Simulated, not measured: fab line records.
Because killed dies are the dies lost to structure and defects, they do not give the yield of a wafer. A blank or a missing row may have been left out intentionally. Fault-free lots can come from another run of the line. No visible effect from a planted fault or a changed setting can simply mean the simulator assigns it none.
Lot-split experiment | flow n5 finfet | 21 wafers read from 7 lots, route of 1938 steps

== SPLIT DETAILS ==
At N5_HKMG_FIN_ETCH_54 (etches SiARC in CF4, target depth 45.5 nm, time 75.8 s), the setting bias w was moved away from the recipe's 36 W on 8 of the 21 wafers read, by -17.0% to -5.0%. All remaining wafers had this setting at the recipe value.

The reading comes from the split's own step.

== THE READING ==
rf vpp V, in V, at N5_HKMG_FIN_ETCH_54 (etches SiARC in CF4, target depth 45.5 nm, time 75.8 s). Typical for fault-free wafers on this fab line: 184.2 V, with standard deviation 1.2 V.

wafer  | tool, chamber at the split | bias w as run, W | against the recipe | rf vpp V, V | against lot-mates on the recipe
L074.2 | rie diel-01, 3             | 36               | recipe             | 185.0       | -
L074.5 | rie diel-01, 2             | 36               | recipe             | 183.8       | -
L074.6 | rie diel-01, 3             | 33.42            | -7.2%              | 176.4       | -8.0
L082.1 | rie diel-05, 1             | 29.87            | -17.0%             | 162.7       | -20.8
L082.3 | rie diel-05, 2             | 36               | recipe             | 183.7       | -
L082.5 | rie diel-05, 3             | 36               | recipe             | 183.2       | -
L089.2 | rie diel-05, 1             | 31.11            | -13.6%             | 167.0       | -17.2
L089.3 | rie diel-05, 3             | 36               | recipe             | 185.2       | -
L089.5 | rie diel-05, 3             | 36               | recipe             | 183.3       | -
L090.3 | rie diel-05, 0             | 33.73            | -6.3%              | 177.1       | -6.4
L090.5 | rie diel-05, 1             | 36               | recipe             | 183.5       | -
L090.6 | rie diel-05, 0             | 33.73            | -6.3%              | 175.6       | -7.9
L093.1 | rie diel-03, 0             | 31.54            | -12.4%             | 168.3       | -16.7
L093.4 | rie diel-03, 1             | 36               | recipe             | 185.0       | -
L093.6 | rie diel-03, 2             | 31.54            | -12.4%             | 170.4       | -14.6
L094.1 | rie diel-05, 0             | 36               | recipe             | 184.2       | -
L094.3 | rie diel-05, 1             | 34.2             | -5.0%              | 176.9       | -7.3
L094.4 | rie diel-05, 2             | 36               | recipe             | 184.3       | -
L097.1 | rie diel-05, 3             | 36               | recipe             | 184.3       | -
L097.3 | rie diel-05, 1             | 36               | recipe             | 182.9       | -
L097.4 | rie diel-05, 2             | 36               | recipe             | 183.6       | -

THE FIT
A straight line over all 21 wafers: rf vpp V changes by +1.22 V for each +1% of bias w; r = +0.99; the points scatter about the line by 0.83 V.
The same after taking each lot's own level away (the mean of its wafers on the recipe; 21 wafers): +1.24 V for each +1%; r = +0.99; scatter 0.74 V.
On that fit, the largest move of bias w shifts the reading by 21 V.
From 183.45 to 185.00 V: that is the span of the lots' own levels, equal to 1.3 times the standard deviation above.
The two slopes agree, so the slope changes little with the lot-to-lot level.
Check: with one of the wafers moved furthest among these (-17.0%) left out of the fit, the line predicts -21.2 V for it against its lot-mates. Against them it came out at -20.8 V.
Tool readings at the split's step, against how far the setting was moved: rf vpp V r = +0.99.

== THE FILE'S OWN FIT ==
rf vpp V changes by +1.24 V for each +1% of bias w, r = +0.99.
